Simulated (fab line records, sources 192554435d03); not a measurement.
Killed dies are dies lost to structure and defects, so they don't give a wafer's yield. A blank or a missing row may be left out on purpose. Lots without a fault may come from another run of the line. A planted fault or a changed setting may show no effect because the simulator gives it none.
fab line records | flow n5_finfet
record lots=4 wafers=12 last_day=16
route steps=1938 shown BEOL_M4@1099 BEOL_M5@1112 PAD_METAL@1896 PASSIVATION@1936
lots that met no fault: from a run of the same line without faults
start_h: hours from the record's first day to the start of the lot's first wafer shown | wait_h: hours since the lot's step before | " the same as in the row above | L1.1+2: a row that stands for several wafers | - no value, or no start given | * or withheld: withheld | < > ~ a bound
route shown NAME@n: a module of which the file shows steps, and the number in the route of the first | usual: mean/standard deviation of fault-free wafers | same: alike in all rows | chamber/n: place in a boat | sites: the reading at each site | _std_site: their standard deviation | _edge_site: outer sites' mean less inner sites' | radius_mm: how far each site lies from the wafer's centre | mask NAME#n: copy n | behind: the tool/chamber that last shaped the wafer | hold: why the lot was held/for how many hours/how that ended | device: the transistor (n, p or np) that didn't switch | end of line: the same wafers' tests at the end of the route | a step without rows: its recipe alone | killed: dies lost to structure and defects at the first sort, not the wafer's yield | map: a wafer's dies, x killed, . not, _ none there
set.NAME: the setting as run; set.NAME@STEP: as run at that earlier step | model.NAME: the simulator's own value behind a step, which no gauge read
lots at some steps of the route; a table a step, a row a wafer
services: from which hour (start_h, from the record's first day; less than 0 if before it) a tool's chamber was out of use, for how many hours, and why
## steps
# step N5_BEOL_M4_ANNEAL_95
# recipe temp_c=400 time_s=240 ambient=vacuum
# step N5_BEOL_M4_SPUTTER_96
# recipe material=Cu target_thk_a=45 temp_c=-20 chamber_pressure_pa=0.07 power_w=withheld time_s=8.29
# step N5_BEOL_M4_ECD_50
# recipe material=Cu target_thk_a=3000
# step N5_BEOL_M4_ANNEAL_51
# recipe temp_c=225 time_s=90 ambient=N2
# step N5_BEOL_M4_CMP_52
# recipe stop_on=SiOC t_overpolish_s=6.8 down_force_psi=1 platen_rpm=50 clearing_platen_down_force_psi=1.5 clearing_platen_rpm=50 post_cmp_clean=cu_alkaline target_thk_nm=40 clearing_platen_pad_velocity_m_s=0.99484 pad_velocity_m_s=0.99484
# step N5_BEOL_M4_PRE_CLEAN_60
# recipe gas=NH3/H2 time_s=15 temp_c=* rf_power_w=300
# step N5_BEOL_M4_CO_CAP_55
# recipe material=Co target_thk_a=20 temp_c=200 precursor=CCTBA/H2 pressure_torr=30 time_s=102.1
# step N5_BEOL_M4_PRE_CLEAN_56
# recipe gas=NH3 time_s=15 temp_c=withheld rf_power_w=300
# step N5_BEOL_M4_DEP_57
# recipe material=SiCN target_thk_a=80 temp_c=withheld precursor=3MS/NH3 pressure_torr=3 rf_w=202 time_s=14
# step N5_BEOL_M4_RC_MEAS_101
# usual DIBL_N=36.0/1.6 DIBL_P=36.1/2 IOFF_N=0.160/0.029 IOFF_P=0.21/0.039 ION_N=675/13 ION_P=464/8.8 SS_N=71.5/0.58 SS_P=73.3/0.65 VT_N=250/3.3 VT_P=-249/3.6
# columns lot.wafer tool chamber start_h wait_h DIBL_N[mV/V] DIBL_P[mV/V] IOFF_N[nA/um] IOFF_P[nA/um] ION_N[uA/um] ION_P[uA/um] SS_N[mV/dec] SS_P[mV/dec] VT_N[mV] VT_P[mV]
L405.3 prober-01 0 175.47 0.3 33.1 32.5 0.111 0.15 661 457 70.5 72.0 253 -253
L405.4 " 0 " " 34.1 34.1 0.128 0.17 670 451 71.3 71.9 253 -251
L405.6 " 0 " " 38.0 38.3 0.197 0.23 678 456 72.6 73.2 246 -248
L411.2 prober-01 0 220.12 0.2 37.2 38.4 0.187 0.22 691 466 71.3 73.4 248 -250
L411.4 " 0 " " 34.9 36.0 0.141 0.19 660 454 71.3 72.4 252 -254
L411.5 " 0 " " 35.6 36.9 0.153 0.20 671 463 70.6 73.3 250 -252
L413.1 prober-02 0 234.40 0.0 36.5 37.7 0.167 0.27 673 470 71.8 73.6 246 -244
L413.2 " 0 " " 39.1 39.4 0.227 0.29 681 466 73.4 73.5 244 -244
L413.4 " 0 " " 37.2 39.1 0.185 0.30 689 479 71.9 73.8 244 -243
L420.1 prober-01 0 268.08 0.0 35.8 36.9 0.169 0.20 693 470 71.8 73.4 248 -249
L420.3 " 0 " " 36.0 37.0 0.182 0.21 694 475 71.1 73.8 245 -248
L420.6 " 0 " " 36.5 38.0 0.188 0.21 694 474 71.4 73.8 247 -248
# step N5_BEOL_M5_ILD_DEP_00
# recipe material=SiCOH_lowk target_thk_a=1406.4 temp_c=300 precursor=DEMS/porogen pressure_torr=5 rf_w=500 time_s=25.9
# step N5_BEOL_M5_CURE_79
# recipe temp_c=385 time_s=240 ambient=He/Ar material=SiCOH_lowk
# step N5_BEOL_M5_PECVD_70
# recipe material=SiO2 target_thk_a=160 temp_c=400 precursor=TEOS/O2 pressure_torr=5.5 rf_w=450 teos_flow_sccm=53.8 gas=O2 flow_sccm=3000 time_s=18
# step N5_BEOL_M5_HM_DEP_02
# recipe material=TiN target_thk_a=200 temp_c=25 chamber_pressure_pa=0.49996
# step N5_BEOL_M5_COAT_59
# recipe resist=SOC temp_c=250 time_s=60 spin_rpm=1500 resist_thk_nm=60
# step N5_BEOL_M5_COAT_60
# recipe resist=SiARC temp_c=220 time_s=60 spin_rpm=1500 resist_thk_nm=12
# step N5_BEOL_M5_COAT_71
# recipe resist=underlayer temp_c=205 time_s=60 spin_rpm=1500 resist_thk_nm=5
# step N5_BEOL_M5_COAT_05
# recipe resist=CAR-EUV spin_rpm=1500 resist_thk_nm=30
# step N5_BEOL_M5_EBR_07
# recipe solvent=PGMEA ebr_width_mm=1.5
# step N5_BEOL_M5_SOFTBAKE_06
# recipe temp_c=110 time_s=60 resist=CAR-EUV
# step N5_BEOL_M5_EXPOSE_08
# recipe mask_id=M5 na=0.33 source_shape=annular sigma_inner=0.4 sigma_outer=0.8 polarization=unpolarized target_cd_nm=28 dose_mj=35.75
# step N5_BEOL_M5_PEB_09
# recipe peb_temp_c=100 peb_time_s=60 resist=CAR-EUV
# step N5_BEOL_M5_DEVELOP_10
# recipe develop_time_s=30 developer=TMAH resist=CAR-EUV rinse_liquid=surfactant_rinse dry=air_spin dev_temp_c=23
# step N5_BEOL_M5_DESCUM_16
# recipe chemistry=O2 time_s=7 source_power_w=50 bias_power_w=20 pressure_mtorr=20 rf_frequency_hz=2.712e+07 temp_c=40 resist=CAR-EUV o2_flow_sccm=225
# step N5_BEOL_M5_ETCH_72
# recipe chemistry=N2/H2 target=underlayer target_depth_a=65 mask_material=CAR-EUV time_s=5.2 ion_energy_ev=200 pressure_mtorr=30 source_w=840 bias_w=150 n2_flow_sccm=200 h2_flow_sccm=200 ends=cleared
# step N5_BEOL_M5_ETCH_61
# recipe chemistry=CF4 target=SiARC target_depth_a=156 mask_material=CAR-EUV time_s=26 ion_energy_ev=80 pressure_mtorr=40 source_w=545 bias_w=36 Ar_flow_sccm=100 cf4_flow_sccm=100 ends=cleared
# step N5_BEOL_M5_ETCH_62
# recipe chemistry=N2/H2 target=SOC target_depth_a=750 overetch_a=150 mask_material=SiARC temp_c=40 time_s=112.5 ion_energy_ev=200 pressure_mtorr=30 source_w=840 bias_w=150 n2_flow_sccm=200 h2_flow_sccm=200
# step N5_BEOL_M5_STRIP_63
# recipe chemistry=N2/H2 temp_c=40 n2_flow_sccm=200 h2_flow_sccm=200 rf_frequency_hz=6e+07
# step N5_BEOL_M5_STRIP_73
# recipe chemistry=N2/H2 temp_c=40 n2_flow_sccm=200 h2_flow_sccm=200 rf_frequency_hz=6e+07
# step N5_BEOL_M5_STRIP_64
# recipe chemistry=CF4 resist=SiARC power_w=300 bias_power_w=75 pressure_mtorr=50 cf4_flow_sccm=150 rf_frequency_hz=6e+07
# step N5_BEOL_M5_HM_OPEN_17
# recipe chemistry=Cl2/BCl3 target_depth_a=200 overetch_a=60 target=TiN mask_material=SOC ion_energy_ev=150 pressure_mtorr=10 icp_w=1000 bias_w=126 Cl2_flow_sccm=53.25 bcl3_flow_sccm=21.75 Ar_flow_sccm=25
# step N5_BEOL_M5_STRIP_19
# recipe chemistry=O2 power_w=400 temp_c=40 pressure_mtorr=30 rf_frequency_hz=6e+07 bias_power_w=0 overash_fraction=0.2 o2_flow_sccm=225
# step N5_BEOL_M5_COAT_65
# recipe resist=SOC temp_c=250 time_s=60 spin_rpm=1500 resist_thk_nm=60
# step N5_BEOL_M5_COAT_66
# recipe resist=SiARC temp_c=220 time_s=60 spin_rpm=1500 resist_thk_nm=12
# step N5_PASSIVATION_AL_DEP_21
# recipe material=Al target_thk_a=28000 temp_c=400 time_s=170 power_w=30000 chamber_pressure_pa=0.4 gas=Ar
# usual cathode_dc_power_W=30000/5.1 chamber_pressure_pa=0.4000/0.00076 substrate_temp_c=399.99/0.24 throttle_valve_pct=30.2/0.68
# columns lot.wafer tool chamber start_h wait_h cathode_dc_power_W chamber_pressure_pa substrate_temp_c throttle_valve_pct
L405.3 pvd_sputter-03 - 270.06 0.1 30000 0.4011 399.84 30.4
L405.4 " - " " 29998 0.3995 400.36 29.5
L405.6 " - " " 30004 0.3985 399.96 30.2
L411.2 pvd_sputter-03 - 329.55 0.1 - - - -
L411.4 " - " " - - - -
L411.5 " - " " - - - -
L413.1 pvd_sputter-02 - 340.81 0.1 - - - -
L413.2 " - " " - - - -
L413.4 " - " " - - - -
L420.1 pvd_sputter-03 - 376.10 0.1 30003 0.4006 400.29 30.4
L420.3 " - " " 29996 0.3981 399.74 29.6
L420.6 " - " " 29997 0.3999 400.09 31.5
# step N5_PASSIVATION_PROBE_49
# usual defect_limited_yield=91.0/1.3 killed_at_M0_to_M3=36/9.5 killed_at_M4_up=14/5.6 killed_at_contacts=12/6.4 killed_at_front_end=40/10 killed_at_other=3.2/3 killed_dies=107/15 killed_on_rim=15/4.5 killed_open=69/12 killed_short=35/7.7 sort_bin_5_function=5.3/0.91 sort_bin_6_memory=3.3/0.65 sort_n_pass=1073/15 sort_yield_pct=91.0/1.3
# same gross_dies=1180 killed_at_back_side=0 sort_bin_4_leakage[%]=0 sort_bin_8_speed[%]=0
# columns lot.wafer tool chamber start_h wait_h defect_limited_yield[%] killed_at_M0_to_M3 killed_at_M4_up killed_at_contacts killed_at_front_end killed_at_other killed_dies killed_on_rim killed_open killed_short sort_bin_5_function[%] sort_bin_6_memory[%] sort_n_pass sort_yield_pct[%]
L405.3 prober-02 - 275.84 0.1 90.5 37 10 19 44 2 112 16 68 43 5.9 3.2 1068 90.5
L405.4 prober-02 - 275.89 0.2 92.4 32 9 13 34 2 90 22 55 29 3.9 2.9 1090 92.4
L405.6 prober-02 - 275.99 0.3 92.6 40 7 6 32 2 87 4 52 34 4.2 2.8 1093 92.6
L411.2 prober-02 - 335.80 0.1 0 8 3 0 8 1161 1180 152 11 8 70.8 3.9 0 0
L411.4 prober-02 - 335.90 0.2 0 8 1 1 7 1163 1180 152 8 8 72.1 3.1 0 0
L411.5 prober-02 - 335.95 0.2 0 6 1 1 11 1161 1180 152 12 7 74.2 2.5 0 0
L413.1 prober-01 - 346.27 0.0 0 6 1 0 8 1165 1180 152 12 3 71.4 2.7 0 0
L413.2 prober-01 - 346.32 0.1 0 1 3 1 3 1172 1180 152 7 3 74.6 3.6 0 0
L413.4 prober-01 - 346.42 0.2 0 6 1 2 6 1165 1180 152 11 4 72.4 3.2 0 0
L420.1 prober-02 - 381.73 0.0 92.4 35 7 13 33 2 90 13 59 20 4.2 2.6 1090 92.4
L420.3 prober-02 - 381.83 0.1 90.3 37 16 15 44 2 114 17 72 39 6.3 3.2 1066 90.3
L420.6 prober-02 - 381.98 0.3 91.9 29 12 11 43 1 96 15 68 27 4.7 3.2 1084 91.9
# killed by level:class
L405.3 FIN_SAQP:geometric_particle:short=15 MOL_CONTACT_COAG:geometric_particle:open=13 BEOL_M3:geometric_particle:open=11 FIN_SAQP:geometric_particle:open=8 BEOL_M1:geometric_particle:open=8 DUMMY_GATE:geometric_particle:open=6 BEOL_M3:geometric_particle:short=6 STI_FIN_REVEAL:geometric_particle:open=5
L405.4 BEOL_M0_SAQP:geometric_particle:short=11 MOL_CONTACT_COAG:geometric_particle:open=9 GATE_CUT:geometric_particle:short=6 BEOL_M2:geometric_particle:open=6 HKMG_FIN:area_etch=6 FIN_SAQP:geometric_particle:open=4 STI_FIN_REVEAL:geometric_particle:open=4 DUMMY_GATE:geometric_particle:open=4
L405.6 FIN_SAQP:geometric_particle:short=14 BEOL_M1:geometric_particle:open=11 BEOL_M0_SAQP:geometric_particle:open=7 BEOL_M3:geometric_particle:open=6 BEOL_M0_SAQP:geometric_particle:short=5 BEOL_M2:geometric_particle:open=5 GATE_CUT:geometric_particle:short=5 MOL_CONTACT_COAG:geometric_particle:open=5
L411.2 PASSIVATION:lost_pattern=1154 PAD_METAL:area_dep=7 BEOL_M0_SAQP:geometric_particle:open=3 BEOL_M0_SAQP:geometric_particle:short=3 FIN_SAQP:geometric_particle:short=2 BEOL_M3:geometric_particle:open=2 STARTING-WAFER:geometric_particle:short=2 FIN_SAQP:geometric_particle:open=1
L411.4 PASSIVATION:lost_pattern=1158 PAD_METAL:area_dep=5 BEOL_M0_SAQP:geometric_particle:short=4 BEOL_M1:geometric_particle:open=2 FIN_SAQP:geometric_particle:open=1 FIN_SAQP:geometric_particle:short=1 STI_FIN_REVEAL:geometric_particle:short=1 STI_FIN_REVEAL:geometric_particle:open=1
L411.5 PASSIVATION:lost_pattern=1158 FIN_SAQP:geometric_particle:open=3 BEOL_M0_SAQP:geometric_particle:open=3 PAD_METAL:area_dep=3 FIN_SAQP:geometric_particle:short=2 STI_FIN_REVEAL:geometric_particle:short=2 STI_FIN_REVEAL:geometric_particle:open=2 GATE_CUT:geometric_particle:short=2
L413.1 PASSIVATION:lost_pattern=1159 PAD_METAL:area_dep=6 FIN_SAQP:geometric_particle:short=3 STI_FIN_REVEAL:geometric_particle:open=3 BEOL_M2:geometric_particle:open=3 BEOL_M1:geometric_particle:open=2 FIN_SAQP:geometric_particle:open=1 BEOL_M4:geometric_particle:open=1
L413.2 PASSIVATION:lost_pattern=1165 PAD_METAL:area_dep=5 MIM_TOP:geometric_particle:open=2 FIN_CUT:geometric_particle:short=1 STI_FIN_REVEAL:geometric_particle:open=1 MOL_CONTACT_COAG:geometric_particle:open=1 BEOL_M1:geometric_particle:open=1 BEOL_M4:geometric_particle:open=1
L413.4 PASSIVATION:lost_pattern=1160 PAD_METAL:area_dep=5 BEOL_M0_SAQP:geometric_particle:open=3 BEOL_M2:geometric_particle:open=2 FIN_SAQP:geometric_particle:short=1 FIN_CUT:geometric_particle:open=1 FIN_CUT:geometric_particle:short=1 BEOL_M1:geometric_particle:open=1
L420.1 STI_FIN_REVEAL:geometric_particle:open=14 BEOL_M3:geometric_particle:open=14 MOL_CONTACT_COAG:geometric_particle:open=10 HKMG_FIN:area_etch=7 BEOL_M1:geometric_particle:open=5 BEOL_M3:geometric_particle:short=5 BEOL_M2:geometric_particle:open=4 MOL_CONTACT_COAG:geometric_particle:short=3
L420.3 STI_FIN_REVEAL:geometric_particle:open=15 MOL_CONTACT_COAG:geometric_particle:open=10 BEOL_M2:geometric_particle:open=8 BEOL_M3:geometric_particle:open=7 BEOL_M4:geometric_particle:open=7 FIN_SAQP:geometric_particle:short=6 STI_FIN_REVEAL:geometric_particle:short=5 BEOL_M0_SAQP:geometric_particle:short=5
L420.6 STI_FIN_REVEAL:geometric_particle:open=12 BEOL_M1:geometric_particle:open=10 MOL_CONTACT_COAG:geometric_particle:open=8 DUMMY_GATE:geometric_particle:open=7 BEOL_M4:geometric_particle:open=7 FIN_SAQP:geometric_particle:short=6 STI_FIN_REVEAL:geometric_particle:short=5 BEOL_M3:geometric_particle:open=5
# map L411.2 (x killed, . not)
_________________xxxxxxxxxxxx________________
______________xxxxxxxxxxxxxxxxxx_____________
___________xxxxxxxxxxxxxxxxxxxxxxxx__________
__________xxxxxxxxxxxxxxxxxxxxxxxxxx_________
________xxxxxxxxxxxxxxxxxxxxxxxxxxxxxx_______
_______xxxxxxxxxxxxxxxxxxxxxxxxxxxxxxxx______
______xxxxxxxxxxxxxxxxxxxxxxxxxxxxxxxxxx_____
_____xxxxxxxxxxxxxxxxxxxxxxxxxxxxxxxxxxxx____
____xxxxxxxxxxxxxxxxxxxxxxxxxxxxxxxxxxxxxx___
___xxxxxxxxxxxxxxxxxxxxxxxxxxxxxxxxxxxxxxxx__
___xxxxxxxxxxxxxxxxxxxxxxxxxxxxxxxxxxxxxxxx__
__xxxxxxxxxxxxxxxxxxxxxxxxxxxxxxxxxxxxxxxxxx_
__xxxxxxxxxxxxxxxxxxxxxxxxxxxxxxxxxxxxxxxxxx_
_xxxxxxxxxxxxxxxxxxxxxxxxxxxxxxxxxxxxxxxxxxxx
_xxxxxxxxxxxxxxxxxxxxxxxxxxxxxxxxxxxxxxxxxxxx
_xxxxxxxxxxxxxxxxxxxxxxxxxxxxxxxxxxxxxxxxxxxx
_xxxxxxxxxxxxxxxxxxxxxxxxxxxxxxxxxxxxxxxxxxxx
_xxxxxxxxxxxxxxxxxxxxxxxxxxxxxxxxxxxxxxxxxxxx
_xxxxxxxxxxxxxxxxxxxxxxxxxxxxxxxxxxxxxxxxxxxx
_xxxxxxxxxxxxxxxxxxxxxxxxxxxxxxxxxxxxxxxxxxxx
_xxxxxxxxxxxxxxxxxxxxxxxxxxxxxxxxxxxxxxxxxxxx
__xxxxxxxxxxxxxxxxxxxxxxxxxxxxxxxxxxxxxxxxxx_
__xxxxxxxxxxxxxxxxxxxxxxxxxxxxxxxxxxxxxxxxxx_
___xxxxxxxxxxxxxxxxxxxxxxxxxxxxxxxxxxxxxxxx__
___xxxxxxxxxxxxxxxxxxxxxxxxxxxxxxxxxxxxxxxx__
____xxxxxxxxxxxxxxxxxxxxxxxxxxxxxxxxxxxxxx___
_____xxxxxxxxxxxxxxxxxxxxxxxxxxxxxxxxxxxx____
______xxxxxxxxxxxxxxxxxxxxxxxxxxxxxxxxxx_____
_______xxxxxxxxxxxxxxxxxxxxxxxxxxxxxxxx______
________xxxxxxxxxxxxxxxxxxxxxxxxxxxxxx_______
__________xxxxxxxxxxxxxxxxxxxxxxxxxx_________
___________xxxxxxxxxxxxxxxxxxxxxxxx__________
______________xxxxxxxxxxxxxxxxxx_____________
_________________xxxxxxxxxxxx________________
# map L413.1 (x killed, . not)
_________________xxxxxxxxxxxx________________
______________xxxxxxxxxxxxxxxxxx_____________
___________xxxxxxxxxxxxxxxxxxxxxxxx__________
__________xxxxxxxxxxxxxxxxxxxxxxxxxx_________
________xxxxxxxxxxxxxxxxxxxxxxxxxxxxxx_______
_______xxxxxxxxxxxxxxxxxxxxxxxxxxxxxxxx______
______xxxxxxxxxxxxxxxxxxxxxxxxxxxxxxxxxx_____
_____xxxxxxxxxxxxxxxxxxxxxxxxxxxxxxxxxxxx____
____xxxxxxxxxxxxxxxxxxxxxxxxxxxxxxxxxxxxxx___
___xxxxxxxxxxxxxxxxxxxxxxxxxxxxxxxxxxxxxxxx__
___xxxxxxxxxxxxxxxxxxxxxxxxxxxxxxxxxxxxxxxx__
__xxxxxxxxxxxxxxxxxxxxxxxxxxxxxxxxxxxxxxxxxx_
__xxxxxxxxxxxxxxxxxxxxxxxxxxxxxxxxxxxxxxxxxx_
_xxxxxxxxxxxxxxxxxxxxxxxxxxxxxxxxxxxxxxxxxxxx
_xxxxxxxxxxxxxxxxxxxxxxxxxxxxxxxxxxxxxxxxxxxx
_xxxxxxxxxxxxxxxxxxxxxxxxxxxxxxxxxxxxxxxxxxxx
_xxxxxxxxxxxxxxxxxxxxxxxxxxxxxxxxxxxxxxxxxxxx
_xxxxxxxxxxxxxxxxxxxxxxxxxxxxxxxxxxxxxxxxxxxx
_xxxxxxxxxxxxxxxxxxxxxxxxxxxxxxxxxxxxxxxxxxxx
_xxxxxxxxxxxxxxxxxxxxxxxxxxxxxxxxxxxxxxxxxxxx
_xxxxxxxxxxxxxxxxxxxxxxxxxxxxxxxxxxxxxxxxxxxx
__xxxxxxxxxxxxxxxxxxxxxxxxxxxxxxxxxxxxxxxxxx_
__xxxxxxxxxxxxxxxxxxxxxxxxxxxxxxxxxxxxxxxxxx_
___xxxxxxxxxxxxxxxxxxxxxxxxxxxxxxxxxxxxxxxx__
___xxxxxxxxxxxxxxxxxxxxxxxxxxxxxxxxxxxxxxxx__
____xxxxxxxxxxxxxxxxxxxxxxxxxxxxxxxxxxxxxx___
_____xxxxxxxxxxxxxxxxxxxxxxxxxxxxxxxxxxxx____
______xxxxxxxxxxxxxxxxxxxxxxxxxxxxxxxxxx_____
_______xxxxxxxxxxxxxxxxxxxxxxxxxxxxxxxx______
________xxxxxxxxxxxxxxxxxxxxxxxxxxxxxx_______
__________xxxxxxxxxxxxxxxxxxxxxxxxxx_________
___________xxxxxxxxxxxxxxxxxxxxxxxx__________
______________xxxxxxxxxxxxxxxxxx_____________
_________________xxxxxxxxxxxx________________
## services
# columns tool chamber start_h hours kind
pvd_sputter-02 - 350.92 15.4 repair
pvd_sputter-02 - 366.68 18.9 repair
## key
first_sign step=N5_PASSIVATION_AL_DEP_21 reading=tool_record direction=missing
effect step=N5_PASSIVATION_PROBE_49 reading=killed_at_other direction=up sigmas=99+ usual=3.2 struck=1164.5
met_at N5_PASSIVATION_AL_DEP_21
struck_wafers L411.2,L411.4,L411.5,L413.1,L413.2,L413.4
later_rows_left_out L411.2,L411.4,L411.5,L413.1,L413.2,L413.4
onset_between 270.06 329.55
fault kind=skipped_step_whole tool=pvd_sputter-02,pvd_sputter-03 chamber=- onset_h=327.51 steps=N5_PASSIVATION_AL_DEP_21 scope=struck_lots_only
# later_rows_left_out: the simulator's readings of these wafers behind a module that went badly wrong aren't trusted and aren't shown, but for the sort
